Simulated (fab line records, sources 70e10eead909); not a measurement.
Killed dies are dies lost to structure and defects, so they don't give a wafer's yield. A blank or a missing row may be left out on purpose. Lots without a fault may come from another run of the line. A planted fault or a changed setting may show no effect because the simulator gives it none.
fab line records | flow nand_harc
record lots=6 wafers=18 last_day=33
route steps=1302 shown THIN_TSV@1244 END@1302
lots that met no fault: from a run of the same line without faults
start_h: hours from the record's first day to the start of the lot's first wafer shown | wait_h: hours since the lot's step before | " the same as in the row above | L1.1+2: a row that stands for several wafers | - no value, or no start given | * or withheld: withheld | < > ~ a bound
route shown NAME@n: a module of which the file shows steps, and the number in the route of the first | usual: mean/standard deviation of fault-free wafers | same: alike in all rows | chamber/n: place in a boat | sites: the reading at each site | _std_site: their standard deviation | _edge_site: outer sites' mean less inner sites' | radius_mm: how far each site lies from the wafer's centre | mask NAME#n: copy n | behind: the tool/chamber that last shaped the wafer | hold: why the lot was held/for how many hours/how that ended | device: the transistor (n, p or np) that didn't switch | end of line: the same wafers' tests at the end of the route | a step without rows: its recipe alone | killed: dies lost to structure and defects at the first sort, not the wafer's yield | map: a wafer's dies, x killed, . not, _ none there
set.NAME: the setting as run; set.NAME@STEP: as run at that earlier step | model.NAME: the simulator's own value behind a step, which no gauge read
lots at some steps of the route; a table a step, a row a wafer
services: from which hour (start_h, from the record's first day; less than 0 if before it) a tool's chamber was out of use, for how many hours, and why
## steps
# step NHARC_THIN_TSV_GRIND_00
# recipe target_thk_um=6
# usual head_pressure_psi=4.000/0.0088 motor_current_A=12.004/0.021
# columns lot.wafer tool chamber start_h wait_h head_pressure_psi motor_current_A
L488.1 grinder-01 0 559.90 0.1 3.996 11.948
L488.3 " 0 " " 3.997 11.962
L488.5 " 0 " " 3.993 12.026
L494.2 grinder-01 0 614.10 1.6 4.011 11.997
L494.3 " 0 " " 4.008 12.018
L494.5 " 0 " " 4.007 12.004
L506.2 grinder-01 0 736.41 0.3 4.009 12.008
L506.3 " 0 " " 4.007 12.013
L506.6 " 0 " " 4.013 12.002
L504.1 grinder-01 0 746.62 5.6 3.994 12.005
L504.2 " 0 " " 4.004 12.023
L504.3 " 0 " " 3.993 11.963
L508.2 grinder-01 0 759.39 0.3 3.997 12.006
L508.4 " 0 " " 4.004 12.018
L508.5 " 0 " " 4.001 12.039
L509.1 grinder-01 0 770.54 0.1 3.990 12.018
L509.3 " 0 " " 3.985 12.011
L509.6 " 0 " " 3.996 11.998
# step NHARC_THIN_TSV_CMP_01
# recipe target_thk_um=3
# usual motor_current_A=11.9/1.4
# columns lot.wafer tool chamber start_h wait_h motor_current_A
L488.1 cmp-01 0 561.15 1.0 10.5
L488.3 " 1 " " 14.6
L488.5 " 3 " " 11.5
L494.3 cmp-03 2 615.12 0.6 11.4
L494.2 " 3 " " 11.0
L494.5 " 3 " " 11.2
L506.2 cmp-04 3 737.47 0.9 12.7
L506.3 " 0 " " 11.8
L506.6 " 3 " " 12.1
L504.2 cmp-01 0 747.85 0.8 10.7
L504.3 " 1 " " 15.8
L504.1 " 3 " " 11.0
L508.2 cmp-04 3 760.41 0.8 12.5
L508.4 " 1 " " 11.7
L508.5 " 0 " " 12.8
L509.1 cmp-03 0 771.77 1.0 11.0
L509.3 " 2 " " 11.9
L509.6 " 0 " " 10.5
# step NHARC_THIN_TSV_THK_MEAS_02
# recipe thk_meas_gauge=ir
# usual thk_nm=2998/240
# columns lot.wafer tool chamber start_h wait_h thk_nm
L488.1 film_metro-02 - 561.39 - 3138
L488.3 " - " " 3296
L488.5 " - " " 3051
L494.2 film_metro-01 - 615.39 - 3021
L494.3 " - " " 2756
L494.5 " - " " 3101
L506.2 film_metro-01 - 737.71 0.2 2810
L506.3 " - " " 2690
L506.6 " - " " 3049
L504.1 film_metro-02 - 748.11 - 3199
L504.2 " - " " 2975
L504.3 " - " " 2852
L508.2 film_metro-02 - 760.68 0.2 3279
L508.4 " - " " 3249
L508.5 " - " " 3271
L509.1 film_metro-02 - 772.03 - 2656
L509.3 " - " " 2738
L509.6 " - " " 3189
# step NHARC_THIN_TSV_SRD_03
# step NHARC_THIN_TSV_PRECLEAN_41
# recipe time_s=* temp_c=50 bath_age_min=0 chemistry=SC1
# step NHARC_THIN_TSV_SRD_42
# step NHARC_THIN_TSV_DEP_43
# recipe target_thk_a=13285 temp_c=withheld pressure_torr=6.5 rf_w=900 teos_flow_sccm=161.4 flow_sccm=2650 target_thk_nm=1328.5 gas=O2 material=SiO2
# usual throttle_valve_pct=16.1/0.39
# columns lot.wafer tool chamber start_h wait_h throttle_valve_pct
L488.3 pecvd-04 2 561.61 - 16.1
L488.1 " 0 " " 16.2
L488.5 " 1 " " 15.5
L494.3 pecvd-01 2 615.61 - 16.4
L494.2 " 1 " " 16.1
L494.5 " 1 " " 16.4
L506.3 pecvd-02 0 737.93 - 16.1
L506.2 " 1 " " 16.6
L506.6 " 2 " " 15.7
L504.2 pecvd-01 1 748.33 - 15.7
L504.1 " 2 " " 15.7
L504.3 " 0 " " 16.1
L508.2 pecvd-02 1 760.99 - 16.9
L508.4 " 2 " " 15.9
L508.5 " 1 " " 16.9
L509.3 pecvd-01 2 772.30 - 15.6
L509.1 " 0 " " 16.2
L509.6 " 0 " " 16.0
# step NHARC_THIN_TSV_DEHYDRATE_04
# recipe temp_c=150 time_s=120
# step NHARC_THIN_TSV_HMDS_05
# recipe time_s=30
# step NHARC_THIN_TSV_COAT_06
# recipe spin_rpm=*
# step NHARC_THIN_TSV_SOFTBAKE_07
# recipe temp_c=122 time_s=95
# step NHARC_THIN_TSV_EBR_08
# step NHARC_THIN_TSV_EXPOSE_09
# recipe na=0.55 dose_mj=30.7 mask_id=TSV
# usual exposure_dose_mJ_cm2=30.70/0.033 stage_vel_mm_s=500.03/0.23
# same na=0.55
# columns lot.wafer tool chamber start_h wait_h mask exposure_dose_mJ_cm2 stage_vel_mm_s
L488.1 krf_scanner-02 0 562.16 - TSV#0 30.70 499.61
L488.3 " 0 " " TSV#0 30.72 499.78
L488.5 " 0 " " TSV#0 30.70 499.90
L494.2 krf_scanner-01 0 616.29 - TSV#0 30.71 500.05
L494.3 " 0 " " TSV#0 30.69 499.93
L494.5 " 0 " " TSV#0 30.67 500.43
L506.2 krf_scanner-01 0 738.62 - TSV#0 31.62 499.56
L506.3 " 0 " " TSV#0 31.56 499.85
L506.6 " 0 " " TSV#0 31.56 499.74
L504.1 krf_scanner-02 0 749.01 - TSV#0 30.71 500.48
L504.2 " 0 " " TSV#0 30.72 499.71
L504.3 " 0 " " TSV#0 30.69 500.23
L508.2 krf_scanner-01 0 761.58 - TSV#0 31.46 500.44
L508.4 " 0 " " TSV#0 31.44 500.09
L508.5 " 0 " " TSV#0 31.45 500.12
L509.1 krf_scanner-02 0 772.93 - TSV#0 30.73 500.37
L509.3 " 0 " " TSV#0 30.67 499.83
L509.6 " 0 " " TSV#0 30.70 499.87
# step NHARC_THIN_TSV_PEB_10
# recipe peb_temp_c=118 peb_time_s=85
# step NHARC_END_SORT_01
# recipe temp_c=25
# usual defect_limited_yield=91/3 killed_at_array=55/20 killed_at_other=1.2/1.3 killed_at_periphery=4.0/3 killed_dies=60/21 killed_open=3.2/1.9 killed_short=2.5/1.6
# same gross_dies=677
# columns lot.wafer tool chamber start_h wait_h defect_limited_yield[%] killed_at_array killed_at_other killed_at_periphery killed_dies killed_open killed_short
L488.1 prober-02 0 577.25 2.5 95 34 0 0 34 5 2
L488.3 prober-02 0 578.84 3.1 96 24 0 3 27 1 2
L488.5 prober-02 0 580.44 3.7 97 21 1 1 23 1 6
L494.2 prober-01 0 631.51 2.8 92 50 0 5 55 0 2
L494.3 prober-01 0 632.31 3.1 90 62 3 3 68 6 4
L494.5 prober-01 0 633.92 3.7 90 59 2 6 67 2 2
L506.2 prober-01 0 754.58 2.8 92 50 0 2 52 4 7
L506.3 prober-01 0 755.38 3.1 90 61 1 3 65 6 4
L506.6 prober-01 0 757.78 4.0 91 63 0 1 64 6 2
L508.2 prober-02 0 777.47 2.8 94 37 1 2 40 4 1
L508.4 prober-02 0 779.06 3.4 93 43 2 2 47 2 3
L508.5 prober-02 0 779.86 3.7 94 37 1 2 40 3 1
L509.1 prober-01 0 788.33 2.5 96 22 2 3 27 4 6
L509.3 prober-01 0 789.91 3.1 96 21 2 1 24 3 4
L509.6 prober-01 0 792.28 4.0 97 17 0 1 18 3 2
# killed by level:class
L488.1 A_CONTACT:chamber_film_flake=15 A_CHANNEL_HOLE_D2:chamber_film_flake=11 A_ONON_D1:geometric_particle:short=1 A_CHANNEL_FILL_D1:geometric_particle:open=1 A_DECK1_JOINT:geometric_particle:open=1 A_CHANNEL_HOLE_D2:geometric_particle:short=1 A_CHANNEL_FILL_D2:geometric_particle:open=1 A_SGD_CUT:geometric_particle:open=1
L488.3 A_CHANNEL_HOLE_D2:chamber_film_flake=9 A_CONTACT:chamber_film_flake=7 A_STAIRCASE:chamber_film_flake=3 P_STI:chamber_film_flake=2 A_CHANNEL_FILL_D1:geometric_particle:open=1 A_CONTACT:geometric_particle:short=1 A_M1:geometric_particle:short=1 P_M2:chamber_film_flake=1
L488.5 A_CONTACT:chamber_film_flake=9 A_CHANNEL_HOLE_D2:chamber_film_flake=4 A_ONON_D2:geometric_particle:short=2 A_STAIRCASE:chamber_film_flake=2 P_CONTACT:geometric_particle:short=1 A_CHANNEL_FILL_D1:geometric_particle:short=1 A_SGD_CUT:geometric_particle:short=1 A_BLC:geometric_particle:open=1
L494.2 A_CHANNEL_HOLE_D1:chamber_film_flake=32 A_CHANNEL_HOLE_D2:chamber_film_flake=11 A_CONTACT:chamber_film_flake=3 P_GATE:chamber_film_flake=2 A_SOURCE_PLATE:geometric_particle:short=1 A_CHANNEL_FILL_D1:geometric_particle:short=1 P_ZERO_WELL:chamber_film_flake=1 P_STI:chamber_film_flake=1
L494.3 A_CHANNEL_HOLE_D1:chamber_film_flake=34 A_CHANNEL_HOLE_D2:chamber_film_flake=11 A_CONTACT:chamber_film_flake=4 THIN_TSV:chamber_film_flake=3 P_M0:geometric_particle:open=2 A_M0:geometric_particle:open=2 A_STAIRCASE:chamber_film_flake=2 A_WL_FILL:chamber_film_flake=2
L494.5 A_CHANNEL_HOLE_D1:chamber_film_flake=30 A_CHANNEL_HOLE_D2:chamber_film_flake=9 A_WL_FILL:chamber_film_flake=6 A_CONTACT:chamber_film_flake=6 P_GATE:chamber_film_flake=3 P_BONDPAD:chamber_film_flake=2 A_CHANNEL_FILL_D1:chamber_film_flake=2 A_CHANNEL_FILL_D1:geometric_particle:open=1
L506.2 A_CHANNEL_HOLE_D2:chamber_film_flake=18 A_SLIT:chamber_film_flake=9 A_CHANNEL_HOLE_D1:chamber_film_flake=6 A_CHANNEL_FILL_D2:chamber_film_flake=4 A_ONON_D1:geometric_particle:short=2 A_CONTACT:chamber_film_flake=2 P_CONTACT:geometric_particle:open=1 P_M0:geometric_particle:short=1
L506.3 A_CHANNEL_HOLE_D2:chamber_film_flake=19 A_CHANNEL_HOLE_D1:chamber_film_flake=18 A_SLIT:chamber_film_flake=7 A_CONTACT:chamber_film_flake=3 A_ONON_D2:geometric_particle:open=2 A_CHANNEL_FILL_D2:geometric_particle:open=2 A_CHANNEL_FILL_D2:chamber_film_flake=2 P_CONTACT:geometric_particle:open=1
L506.6 A_CHANNEL_HOLE_D2:chamber_film_flake=30 A_CONTACT:chamber_film_flake=7 A_CHANNEL_HOLE_D1:chamber_film_flake=6 A_SLIT:chamber_film_flake=5 A_DECK1_JOINT:chamber_film_flake=3 A_ONON_D2:geometric_particle:open=2 A_CHANNEL_HOLE_D1:geometric_particle:open=1 A_ONON_D2:geometric_particle:short=1
L508.2 A_CHANNEL_HOLE_D2:chamber_film_flake=23 A_SLIT:chamber_film_flake=7 A_ONON_D1:geometric_particle:open=1 P_M1:geometric_particle:open=1 A_CHANNEL_FILL_D1:geometric_particle:open=1 A_CHANNEL_FILL_D1:geometric_particle:short=1 A_BLC:geometric_particle:open=1 P_ZERO_WELL:chamber_film_flake=1
L508.4 A_CHANNEL_HOLE_D2:chamber_film_flake=25 A_SLIT:chamber_film_flake=13 P_M2:geometric_particle:open=1 A_ONON_D1:geometric_particle:open=1 A_SGD_CUT:geometric_particle:short=1 A_WL_FILL:geometric_particle:short=1 P_STI:chamber_film_flake=1 STARTING-WAFER:geometric_particle:short=1
L508.5 A_CHANNEL_HOLE_D2:chamber_film_flake=24 A_SLIT:chamber_film_flake=10 P_GATE:geometric_particle:open=1 P_CONTACT:geometric_particle:open=1 A_ONON_D1:geometric_particle:short=1 A_BLC:geometric_particle:open=1 A_CHANNEL_FILL_D1:chamber_film_flake=1 THIN_TSV:chamber_film_flake=1
L509.1 A_SLIT:chamber_film_flake=8 A_M1:chamber_film_flake=5 A_ONON_D1:geometric_particle:short=2 P_M0:geometric_particle:short=1 P_M0:geometric_particle:open=1 A_SOURCE_PLATE:geometric_particle:open=1 A_CHANNEL_FILL_D1:geometric_particle:open=1 A_DECK1_JOINT:geometric_particle:short=1
L509.3 A_SLIT:chamber_film_flake=8 A_M1:chamber_film_flake=5 A_CHANNEL_FILL_D2:geometric_particle:short=2 A_WL_FILL:geometric_particle:short=2 THIN_TSV:chamber_film_flake=2 P_M0:geometric_particle:open=1 A_WL_FILL:geometric_particle:open=1 A_M0:geometric_particle:open=1
L509.6 A_M1:chamber_film_flake=6 A_SLIT:chamber_film_flake=4 P_CONTACT:geometric_particle:open=1 A_ONON_D2:geometric_particle:short=1 A_ONON_D2:geometric_particle:open=1 A_CHANNEL_FILL_D2:geometric_particle:short=1 A_CHANNEL_FILL_D2:geometric_particle:open=1 A_CHANNEL_HOLE_D2:chamber_film_flake=1
## services
# columns tool chamber start_h hours kind
pecvd-02 0 545.49 5.3 repair
cmp-03 - 554.00 4.0 pm
cmp-04 - 558.53 2.8 repair
pecvd-01 - 571.56 0.4 repair
cmp-01 - 577.50 4.0 pm
krf_scanner-01 - 578.26 1.1 repair
pecvd-02 - 589.14 13.0 pm
cmp-04 - 601.12 4.0 pm
cmp-03 - 601.53 9.6 repair
cmp-01 - 608.82 0.7 repair
krf_scanner-02 - 610.50 4.0 pm
cmp-03 - 616.07 0.8 repair
pecvd-02 - 621.77 1.4 repair
pecvd-02 2 627.61 2.0 repair
grinder-01 - 639.90 4.6 repair
cmp-03 - 652.04 4.0 pm
krf_scanner-01 - 657.53 4.0 pm
pecvd-01 - 673.00 13.0 pm
grinder-01 - 694.48 0.8 repair
grinder-01 - 715.82 0.5 repair
krf_scanner-01 - 722.87 1.8 repair
grinder-01 - 727.38 1.7 repair
grinder-01 - 737.42 8.0 pm
grinder-01 - 763.15 1.6 repair
## key
first_sign step=NHARC_THIN_TSV_EXPOSE_09 reading=exposure_dose_mJ_cm2 direction=up sigmas=25 usual=30.70 struck=31.52
effect none on later readings
met_at NHARC_THIN_TSV_EXPOSE_09
struck_wafers L506.2,L506.3,L506.6,L508.2,L508.4,L508.5
loop_trim step=NHARC_THIN_TSV_EXPOSE_09 setting=dose lots=L508
onset_between 616.29 738.62
fault kind=process_parameter_drift tool=krf_scanner-01 chamber=- onset_h=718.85 steps=NHARC_THIN_TSV_EXPOSE_09 channel=dose_mj offset=0.8816 shape=step acts_in=these_recipes_only stated=30.7
# loop_trim: a control loop set the setting to another value than it would have without faults
